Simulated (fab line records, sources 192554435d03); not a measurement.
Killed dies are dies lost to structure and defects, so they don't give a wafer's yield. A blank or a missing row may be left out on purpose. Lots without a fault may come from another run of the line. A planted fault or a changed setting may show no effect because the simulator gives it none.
Split-lot experiment | flow n5_finfet | 7 lots, 21 wafers read, on a route of 1938 steps

THE SPLIT
At N5_BEOL_M9_COAT_60 (time 60 s, resist thk 30 nm), the setting spin_rpm was moved away from the recipe's 1500 rpm on 5 of the 21 wafers read, by -5.5% to +4.9%. The other wafers ran this setting at the recipe's value.

FROM THE SPLIT TO THE READING: what the file shows between them, 3 steps
- N5_BEOL_M9_COAT_05: resist thk 90 nm
- N5_BEOL_M9_EBR_07
- N5_BEOL_M9_DESCUM_16: chemistry O2, time 7.9 s

THE READING
etch.depth_nm (the simulator's own value, which no gauge read), in nm, at N5_BEOL_M9_ETCH_61 (etches SiARC in CF4, target depth 39 nm, time 65 s). The file gives no usual value for it. The 16 wafers here that ran the recipe average 30.06 nm, standard deviation 0.11 nm.

wafer  | tool, chamber at the split | spin_rpm as run, rpm | against the recipe | etch.depth_nm, nm | against lot-mates on the recipe
L075.1 | litho_track-05, 0          | 1449                 | -3.4%              | 30.52             | +0.54
L075.4 | litho_track-05, 0          | 1449                 | -3.4%              | 30.54             | +0.56
L075.5 | litho_track-05, 0          | 1500                 | recipe             | 29.98             | -
L076.1 | litho_track-05, 0          | 1500                 | recipe             | 30.11             | -
L076.4 | litho_track-05, 0          | 1417                 | -5.5%              | 30.88             | +0.83
L076.5 | litho_track-05, 0          | 1500                 | recipe             | 29.98             | -
L084.1 | litho_track-03, 0          | 1500                 | recipe             | 30.21             | -
L084.4 | litho_track-03, 0          | 1500                 | recipe             | 30.12             | -
L084.5 | litho_track-03, 0          | 1500                 | recipe             | 30.15             | -
L091.3 | litho_track-05, 0          | 1500                 | recipe             | 29.96             | -
L091.4 | litho_track-05, 0          | 1500                 | recipe             | 29.96             | -
L091.5 | litho_track-05, 0          | 1500                 | recipe             | 30                | -
L094.1 | litho_track-03, 0          | 1500                 | recipe             | 30.09             | -
L094.4 | litho_track-03, 0          | 1500                 | recipe             | 30.08             | -
L094.6 | litho_track-03, 0          | 1500                 | recipe             | 29.95             | -
L097.1 | litho_track-05, 0          | 1500                 | recipe             | 30.17             | -
L097.2 | litho_track-05, 0          | 1500                 | recipe             | 30.19             | -
L097.3 | litho_track-05, 0          | 1500                 | recipe             | 30.13             | -
L095.1 | litho_track-01, 0          | 1573                 | +4.9%              | 29.11             | -0.70
L095.2 | litho_track-01, 0          | 1500                 | recipe             | 29.81             | -
L095.5 | litho_track-01, 0          | 1573                 | +4.9%              | 29.18             | -0.63

THE FIT
A straight line over all 21 wafers: etch.depth_nm changes by -0.165 nm for each +1% of spin_rpm; r = -0.96; the points scatter about the line by 0.11 nm.
The same after taking each lot's own level away (the mean of its wafers on the recipe; 21 wafers): -0.146 nm for each +1%; r = -0.99; scatter 0.045 nm.
On that fit, the largest move of spin_rpm shifts the reading by 0.81 nm.
The lots' own levels span 29.810 to 30.163 nm, that is 3.3 times the standard deviation above.
So the lot-to-lot level changes the slope: the two fits differ.
Check: with one of the wafers moved furthest among these (-5.5%) left out of the fit, the line predicts +0.814 nm for it against its lot-mates. It came out at +0.835 nm against them.

OTHER SPLITS ON THESE WAFERS
These wafers also went through other splits before the reading. Each is held against what the fit with the lots' levels taken away leaves over:
other split on the same wafers | wafers away from the commonest value | r with etch.depth_nm (lot level and that fit taken away)
N5_BEOL_M7_ILD_DEP_00 time_s   | 9                                    | -0.06
N5_BEOL_M7_DESCUM_33 time_s    | 9                                    | -0.19
N5_BEOL_M8_COAT_59 spin_rpm    | 7                                    | -0.34
N5_BEOL_M8_DESCUM_16 time_s    | 5                                    | +0.12

THE WHOLE CHAIN: every reading that the file lists as answering this split, in the file's order
step               | what it does                                       | reading                                                                          | change (the file's fit)               | r (the file's)
N5_BEOL_M9_COAT_60 | time 60 s, resist thk 30 nm                        | SiARC_of_BEOL_M9_COAT_60.thk_nm (the simulator's own value, which no gauge read) | -0.134 nm for each +1% of the setting | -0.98
N5_BEOL_M9_ETCH_61 | etches SiARC in CF4, target depth 39 nm, time 65 s | etch.depth_nm (the simulator's own value, which no gauge read)                   | -0.148 nm for each +1% of the setting | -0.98

THE FILE'S OWN FIT
etch.depth_nm changes by -0.148 nm for each +1% of spin_rpm, r = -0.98.
